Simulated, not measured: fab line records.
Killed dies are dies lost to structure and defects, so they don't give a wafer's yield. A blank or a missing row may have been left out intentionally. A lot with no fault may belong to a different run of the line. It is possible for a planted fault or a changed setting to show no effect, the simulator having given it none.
Which tool was responsible?    flow n5-finfet    24 wafers from 8 lots sampled at 7 of the route's 1938 steps

## WHAT THE GAUGES SHOWED, per wafer
N5_BEOL_M1_RS_MEAS_58: the measuring method here is four-point-probe.
lot   measured      on             M1_RS (ohm/sq)
L242  day 6 09:36   film-metro-02  0.64 0.61 0.64
L244  day 6 22:50   film-metro-02  0.75 0.69 0.73
L251  day 8 17:29   film-metro-02  0.68 0.66 0.65
L255  day 9 18:07   film-metro-01  0.75 0.71 0.72
L256  day 10 04:37  film-metro-02  0.71 0.65 0.70
L261  day 11 02:54  film-metro-02  0.75 0.71 0.75
L263  day 11 17:34  film-metro-02  0.71 0.70 0.71
L265  day 12 03:22  film-metro-01  0.83 0.69 0.68

N5_BEOL_M2_INSPECT_13: inspects for defects (brightfield).
lot   measured      on                 raw-defect-count
L242  day 6 12:05   defect-inspect-01  428 374 407
L244  day 6 23:33   defect-inspect-01  565 448 369
L251  day 8 18:22   defect-inspect-02  464 417 466
L255  day 9 19:13   defect-inspect-02  862 386 440
L256  day 10 05:54  defect-inspect-02  851 815 300
L261  day 11 05:23  defect-inspect-01  304 400 434
L263  day 11 18:17  defect-inspect-02  468 414 465
L265  day 12 04:50  defect-inspect-02  509 310 433

N5_BEOL_M2_INSPECT_30: inspects for defects (brightfield).
lot   measured      on                 raw-defect-count
L242  day 6 13:05   defect-inspect-02  503 453 483
L244  day 7 00:36   defect-inspect-02  654 556 410
L251  day 8 20:50   defect-inspect-01  372 352 413
L255  day 9 20:23   defect-inspect-01  814 352 374
L256  day 10 06:48  defect-inspect-01  805 804 267
L261  day 11 06:19  defect-inspect-01  307 393 441
L263  day 11 20:46  defect-inspect-01  420 376 395
L265  day 12 05:59  defect-inspect-01  447 275 387

N5_BEOL_M4_RC_MEAS_101.
lot   measured      on         DIBL_N (mV/V)   DIBL_P (mV/V)   IOFF_N (nA/um)  IOFF_P (nA/um)  ION_N (uA/um)  ION_P (uA/um)  SS_N (mV/dec)   SS_P (mV/dec)   VT_N (mV)    VT_P (mV)
L242  day 7 21:26   prober-01  35.8 36.0 37.5  36.0 36.6 38.2  0.16 0.16 0.18  0.24 0.24 0.26  689 682 693    488 473 484    71.3 71.6 71.4  73.0 73.7 73.5  246 248 246  -246 -245 -244
L244  day 8 14:53   prober-01  33.7 32.8 34.0  35.1 33.8 34.8  0.12 0.10 0.12  0.17 0.15 0.16  662 649 662    457 440 452    70.5 70.6 70.7  72.7 72.9 72.3  252 257 253  -252 -256 -257
L251  day 10 00:05  prober-01  38.1 37.7 38.8  37.8 37.0 39.0  0.21 0.20 0.20  0.24 0.24 0.26  690 691 689    473 479 472    71.3 72.4 71.8  73.8 73.3 73.7  245 244 248  -247 -249 -248
L255  day 11 16:10  prober-01  39.6 38.2 38.2  37.3 35.6 36.5  0.22 0.18 0.18  0.26 0.23 0.24  700 685 690    475 468 475    72.6 72.2 71.9  73.7 73.7 73.5  244 246 248  -247 -248 -249
L256  day 11 18:45  prober-01  37.0 39.0 37.1  38.9 41.8 39.0  0.18 0.23 0.18  0.23 0.29 0.24  699 709 698    478 483 474    72.2 72.1 72.0  72.7 74.3 73.5  248 243 247  -246 -248 -246
L261  day 12 17:45  prober-02  34.4 35.2 35.3  33.9 34.6 35.2  0.13 0.15 0.15  0.19 0.20 0.20  686 679 676    464 471 469    70.8 71.1 71.8  72.9 72.9 72.9  250 246 250  -247 -250 -249
L263  day 13 14:47  prober-01  37.0 37.0 39.1  39.5 39.3 41.5  0.20 0.19 0.24  0.29 0.29 0.33  694 685 696    475 476 480    72.4 71.6 73.0  74.0 73.7 74.6  245 247 244  -242 -242 -242
L265  day 13 18:50  prober-01  36.3 38.0 37.9  35.6 38.2 38.1  0.15 0.18 0.18  0.20 0.25 0.24  679 682 688    466 469 469    71.5 72.5 71.8  73.2 74.5 73.6  249 248 249  -251 -249 -247

## WHAT TOOL EACH LOT RAN ON (gives the tool, then ch and the chambers of the sampled wafers, and finally the start)
lot   N5_BEOL_M2_PECVD_72              N5_BEOL_M2_HM_DEP_02          N5_BEOL_M2_STRIP_19
L242  pecvd-03 ch 0,2, day 6 09:47     pvd-sputter-02, day 6 11:36   rie-diel-06 ch 0,2,3, day 6 12:29
L244  pecvd-01 ch 0,2, day 6 23:01     pvd-sputter-02, day 6 23:04   rie-diel-03 ch 1,2,3, day 7 00:00
L251  pecvd-03 ch 0,2, day 8 17:41     pvd-sputter-01, day 8 17:45   rie-diel-02 ch 1,2,3, day 8 20:14
L255  pecvd-03 ch 0,1, day 9 18:18     pvd-sputter-02, day 9 18:44   rie-diel-03 ch 1,2,3, day 9 19:55
L256  pecvd-03 ch 0,1, day 10 04:47    pvd-sputter-02, day 10 05:25  rie-diel-03 ch 2,3, day 10 06:20
L261  pecvd-02 ch 0,1,2, day 11 03:05  pvd-sputter-03, day 11 04:46  rie-diel-03 ch 0,2,3, day 11 05:50
L263  pecvd-01 ch 0,1, day 11 17:44    pvd-sputter-01, day 11 17:48  rie-diel-03 ch 0,3, day 11 20:17
L265  pecvd-01 ch 0,2, day 12 03:32    pvd-sputter-03, day 12 04:19  rie-diel-02 ch 1,2, day 12 05:29
- N5_BEOL_M2_PECVD_72: deposits SiO2 from TEOS/O2, target thk 16 nm, time 18 s.
- N5_BEOL_M2_HM_DEP_02: deposits TiN, target thk 20 nm.
- N5_BEOL_M2_STRIP_19: strips in O2.

## WHAT THE TOOLS THEMSELVES READ (means of the sampled wafers that have a number; where no wafer has one, the mark that the record gives instead)
N5_BEOL_M2_PECVD_72.
lot   tool      heater-power-outer-w (W)  heater-power-w (W)  showerhead-plenum-p-Torr (Torr)  throttle-valve-pct (%)
L242  pecvd-03  476                       737                 8.74                             21.5
L244  pecvd-01  428                       757                 8.73                             22.6
L251  pecvd-03  486                       746                 8.75                             21.4
L255  pecvd-03  389                       654                 8.78                             22.2
L256  pecvd-03  417                       670                 8.75                             22.3
L261  pecvd-02  399                       716                 8.74                             21.8
L263  pecvd-01  382                       674                 8.79                             23.0
L265  pecvd-01  424                       756                 8.74                             23.1

N5_BEOL_M2_HM_DEP_02.
lot   tool            chamber-pressure-pa (Pa)  substrate-temp-c (C)  throttle-valve-pct (%)
L242  pvd-sputter-02  0.4999                    24.99                 29.7
L244  pvd-sputter-02  0.5004                    25.14                 29.7
L251  pvd-sputter-01  0.4996                    25.04                 31.3
L255  pvd-sputter-02  0.5000                    25.08                 29.8
L256  pvd-sputter-02  0.5010                    24.96                 30.1
L261  pvd-sputter-03  0.5000                    24.97                 30.0
L263  pvd-sputter-01  0.4996                    25.00                 31.5
L265  pvd-sputter-03  0.5003                    25.09                 29.9

N5_BEOL_M2_STRIP_19.
lot   tool         drypump-motor-current-A (A)  oes-product-au (a.u.)  rf-vpp-V (V)  showerhead-plenum-p-Torr (Torr)  throttle-valve-pct (%)
L242  rie-diel-06  5.4                          0.87                   3.9           2.12                             16.48
L244  rie-diel-03  6.0                          0.78                   4.1           2.13                             16.77
L251  rie-diel-02  5.7                          0.82                   4.0           2.09                             16.68
L255  rie-diel-03  6.0                          0.76                   3.4           2.12                             16.82
L256  rie-diel-03  5.7                          0.78                   3.5           2.15                             16.64
L261  rie-diel-03  5.7                          0.86                   4.1           2.17                             16.51
L263  rie-diel-03  5.9                          0.86                   3.8           2.15                             16.49
L265  rie-diel-02  5.8                          0.79                   3.2           2.06                             16.80

## THE ANSWER, worked out from the rows above alone
Rule: usual is defined by the lots themselves. The widest of any qualifying gaps counts: lots, ordered by their means at a reading, are off when they make up no more than a third of the lots, leave a main group of 4 or more, and stand apart from it by 3 or more times the standard deviation of that group's means. A main group is skipped when, at the precision printed for the reading in the tables above, its means are all equal. A lot without any number at a reading at which 4 lots or more have one is off too. Any other lot the step has rows for is counted as sound. The gauges are gone through in route order, then the tools' own readings, and for those a lot's mean is taken as printed above. The first step at which some lot is off is used, and at that step the reading that is off furthest; a lot without a number counts as furthest.
Off, at N5_BEOL_M2_INSPECT_13 on raw-defect-count: L255, L256. The main group: mean 426, standard deviation 29.
A tool fits if, at a process step before that reading, it ran every lot that is off, and no sound lot after the first of them. Those tools and the gauges at N5_BEOL_M2_INSPECT_13 are tried in the same way. This does not decide it: 2 tools fit, namely pecvd-03 at N5_BEOL_M2_PECVD_72 and pvd-sputter-02 at N5_BEOL_M2_HM_DEP_02.

## WHAT THE SIMULATOR HAD INSERTED
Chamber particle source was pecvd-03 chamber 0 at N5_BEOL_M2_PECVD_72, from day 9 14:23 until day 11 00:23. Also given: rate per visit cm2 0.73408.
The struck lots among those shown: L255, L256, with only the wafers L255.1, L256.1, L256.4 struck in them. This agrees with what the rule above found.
